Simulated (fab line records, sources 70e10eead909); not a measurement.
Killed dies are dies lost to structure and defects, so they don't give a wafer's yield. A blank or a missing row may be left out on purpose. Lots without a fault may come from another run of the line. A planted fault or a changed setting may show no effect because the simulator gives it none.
Chamber matching | flow nand_harc | NHARC_A_BONDPAD_DESCUM_11 on rie_diel-09: 4 sister chambers
The step chemistry O2, time 3 s. 4 wafers are shown with their chamber, then 9 later ones without.

WAFERS WITH THEIR CHAMBER
wafer  | chamber | drypump_motor_current_A (A)
L379.5 | 0       | 5.90
L379.6 | 1       | 6.20
L378.2 | 2       | 6.11
L378.3 | 3       | 5.45

WAFERS WITHOUT THEIR CHAMBER
wafer  | drypump_motor_current_A (A)
L378.4 | 6.22
L380.1 | 5.48
L380.2 | 6.22
L380.4 | 5.90
L381.1 | 6.18
L381.3 | 5.93
L381.6 | 5.47
L385.4 | 6.20
L388.5 | 5.48

WHICH CHAMBER EACH WENT THROUGH
wafer  | from the rows above | in truth
L378.4 | 1                   | 1
L380.1 | 3                   | 3
L380.2 | 1                   | 1
L380.4 | 0                   | 0
L381.1 | 1                   | 1
L381.3 | 0                   | 0
L381.6 | 3                   | 3
L385.4 | 1                   | 1
L388.5 | 3                   | 3
Placed correctly: 9 of 9. Can't be placed from these rows: 0. Placed wrongly: 0.
How it was worked out, from the rows above alone: a wafer's distance from a chamber is the root of the sum, over the readings, of the square of ((its reading less the chamber's mean) divided by the reading's scatter). The wafer belongs to the nearest chamber; if the next one is less than 2 further off, it can't be placed. A chamber's mean is the mean of its shown wafers. The scatter: with one shown wafer a chamber, the root of the mean of the squares of how far each hidden wafer lies from its nearest shown one.
